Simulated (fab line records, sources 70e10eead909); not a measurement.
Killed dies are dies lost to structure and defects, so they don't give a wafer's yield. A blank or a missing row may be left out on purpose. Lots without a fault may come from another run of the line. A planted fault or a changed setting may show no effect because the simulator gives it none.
Which tool did it? | flow nand_harc | 7 lots, 20 wafers sampled, at 2 steps of a route of 1302

WHAT THE GAUGES READ, wafer by wafer
NHARC_A_DECK1_JOINT_THK_MEAS_14: measures by ellipsometry.
lot  | measured     | on            | thk_nm (nm)
L728 | day 12 01:05 | film_metro-02 | 51.3 51.9 49.9
L729 | day 12 10:20 | film_metro-01 | 49.0 50.6 49.4
L732 | day 13 01:46 | film_metro-01 | 50.6 50.0 51.7
L734 | day 14 11:29 | film_metro-02 | 50.8 50.6 51.6
L737 | day 15 17:30 | film_metro-01 | 51.5 50.1 49.6
L744 | day 18 04:14 | film_metro-02 | 51.9 53.0
L749 | day 20 13:01 | film_metro-01 | 51.4 53.3 54.1

WHICH TOOL RAN EACH LOT (tool, then ch and the chambers of the sampled wafers, then the start)
lot  | NHARC_A_CHANNEL_FILL_D1_CMP_10
L728 | cmp-01 ch 0,1,2, day 11 11:02
L729 | cmp-01 ch 0,2,3, day 11 23:19
L732 | cmp-04 ch 0,1,2, day 12 14:49
L734 | cmp-01 ch 0,2,3, day 14 00:12
L737 | cmp-04 ch 1,2,3, day 15 03:35
L744 | cmp-03 ch 0,1, day 17 17:16
L749 | cmp-04 ch 2,3, day 20 02:10
- NHARC_A_CHANNEL_FILL_D1_CMP_10: polishes, target thk 150 nm.

THE ANSWER, worked out from the rows above alone
Rule: what is usual is taken from the lots themselves. Put in order of their means at a reading, lots are off if they are a third of the lots or fewer, leave a main group of 4 or more, and stand apart from it by a gap of 3 or more times the standard deviation of the main group's means; of several such gaps the widest counts. A main group whose means are all the same, to the digits that the tables above print for the reading, isn't used. A lot without any number at a reading at which 4 lots or more have one is off too. The other lots that the step has rows for count as sound.
No lot is off at any reading shown: from this, nothing can be told.

WHAT THE SIMULATOR HAD PUT IN
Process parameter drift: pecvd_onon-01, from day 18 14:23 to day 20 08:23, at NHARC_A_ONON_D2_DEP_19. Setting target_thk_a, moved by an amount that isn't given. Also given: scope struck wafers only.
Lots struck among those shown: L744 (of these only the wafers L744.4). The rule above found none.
